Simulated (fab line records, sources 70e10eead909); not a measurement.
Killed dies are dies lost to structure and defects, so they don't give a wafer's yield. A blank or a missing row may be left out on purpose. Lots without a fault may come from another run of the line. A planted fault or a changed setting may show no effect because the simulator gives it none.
A struck lot beside a sound one | flow nand_harc | 33 steps out of a route of 1302
Sound: wafers L998.3, L998.4, L998.6. Struck: wafers L114.2, L114.3, L114.6. The cause comes at the end.
At each step with rows: each side's tool, then ch and its chambers, then its first start. Under that, the readings that differ: sound wafers | struck wafers | difference of the means | sigmas: that difference in standard deviations of wafers without a fault.
alike: readings whose means differ by less than 2 such deviations, and words and numbers that are the same on both sides. not compared: withheld readings, readings that some wafer has no value for, bounds like >300 that may hide the same value, and numbers for which the record gives no deviation and whose values overlap.
The two part at a step that has a row with sigmas, a row that says differs or no value, or rows on one side only. Numbers that don't overlap but have no deviation are shown without sigmas and don't part them. A reading that every wafer of one side lacks parts them only if that side has two wafers or more.

first, 3 steps without rows for these wafers: NHARC_P_M0_DESCUM_14 (chemistry O2, time 3 s); NHARC_P_M0_ETCH_34 (etches the open film in N2/H2, target depth 40 nm, overetch 12 nm, time 43.94 s); NHARC_P_M0_ETCH_15 (etches the open film in C4F8/Ar, target depth 150 nm, overetch 15 nm, time 82.5 s).
NHARC_P_M0_CD_MEAS_16:
  sound on cd_sem-01, day 6 16:12; struck on cd_sem-03, day 13 17:05
  alike: cd_nm
then, 2 steps without rows for these wafers: NHARC_P_M0_STRIP_18 (strips in N2/H2); NHARC_P_M0_STRIP_19 (strips in post etch residue remover, time 600 s).
NHARC_P_M0_DEGAS_28: time 60 s.
  sound on pvd_sputter-02, day 6 16:50; struck on pvd_sputter-03, day 13 17:44
  alike: heater_power_w, susceptor_temp_C
then, 1 step without rows for these wafers: NHARC_P_M0_PRE_CLEAN_29 (time 30 s).
NHARC_P_M0_PVD_20: deposits TaN, target thk 5 nm, time 8.06 s.
  sound on pvd_sputter-02; struck on pvd_sputter-03
  alike: throttle_valve_pct
then, 3 steps without rows for these wafers: NHARC_P_M0_PVD_21 (deposits Cu, target thk 30 nm, time 20.49 s); NHARC_P_M0_ECD_22 (material Cu, target thk 400 nm); NHARC_P_M0_ANNEAL_30 (time 90 s).
NHARC_P_M0_CMP_23: polishes, t overpolish 20 s, target thk 117.54 nm.
  sound on cmp-01 ch 0,2, day 6 17:55; struck on cmp-01 ch 0,1, day 13 18:47
  alike: motor_current_A, time_to_endpoint_s
NHARC_P_M0_THK_MEAS_24: measures by xrf.
  sound on film_metro-02, day 6 18:13; struck on film_metro-02, day 13 19:06
  alike: thk_nm
then, 1 step without rows for these wafers: NHARC_P_M0_SRD_25.
NHARC_P_M0_INSPECT_27:
  sound on defect_inspect-02, day 6 18:22; struck on defect_inspect-02, day 13 19:16
  reading          | sound       | struck         | difference | sigmas
  raw_defect_count | 375 212 344 | 1418 1242 1344 | +1024      | +9
NHARC_P_M0_PRE_CLEAN_31: time 12 s.
  sound on pecvd-03 ch 1,2, day 6 18:28; struck on pecvd-01 ch 1,2, day 13 19:20
  alike: heater_power_w, susceptor_temp_C
NHARC_P_M0_DEP_32: deposits SiCN, target thk 30 nm.
  sound on pecvd-03 ch 1,2, day 6 18:36; struck on pecvd-01 ch 1,2, day 13 19:27
  alike: heater_power_w, showerhead_vpp_V, susceptor_temp_C
then, 10 steps without rows for these wafers: NHARC_P_M1_DEP_00 (deposits SiOC, target thk 182.5 nm); NHARC_P_M1_DEHYDRATE_01 (time 120 s); NHARC_P_M1_HMDS_02 (time 30 s); NHARC_P_M1_COAT_34 (time 65 s); NHARC_P_M1_COAT_03 (resist thk 90 nm); NHARC_P_M1_SOFTBAKE_04 (time 55 s); NHARC_P_M1_EBR_05; NHARC_P_M1_EXPOSE_06 (exposes mask P M1, target cd 130 nm); NHARC_P_M1_PEB_07 (peb time 65 s); NHARC_P_M1_DEVELOP_08 (develop time 35 s).
NHARC_P_M1_CD_MEAS_09: target cd 130 nm.
  sound on cd_sem-03 ch 0, day 6 19:52; struck on cd_sem-03 ch 0, day 13 20:42
  alike: cd_nm
NHARC_P_M1_OVL_MEAS_10: pitch 260 nm.
  sound on overlay-01, day 6 19:58; struck on overlay-01, day 13 20:47
  alike: overlay_x_nm, overlay_y_nm
NHARC_P_M1_INSPECT_11:
  sound on defect_inspect-02, day 6 20:00; struck on defect_inspect-01, day 13 20:49
  reading          | sound | struck         | difference | sigmas
  raw_defect_count | 9 2 6 | 1017 1046 1040 | +1029      | +99 or more
NHARC_P_M1_DESCUM_14: chemistry O2, time 3 s.
  sound on rie_diel-10 ch 0,2, day 6 20:04; struck on rie_diel-10 ch 0,1,3, day 13 20:54
  alike: drypump_motor_current_A, oes_product_au, rf_vpp_V, showerhead_plenum_p_Torr, throttle_valve_pct
  not compared: rf_hours_counter_h
NHARC_END_SORT_01:
  the record has rows for the sound wafers here (prober-02 ch 0, day 25 01:01) and none for the struck ones

WHERE THEY PART
First at NHARC_P_M0_INSPECT_27; last, within this record, at NHARC_END_SORT_01.

WHY: what the simulator had put in
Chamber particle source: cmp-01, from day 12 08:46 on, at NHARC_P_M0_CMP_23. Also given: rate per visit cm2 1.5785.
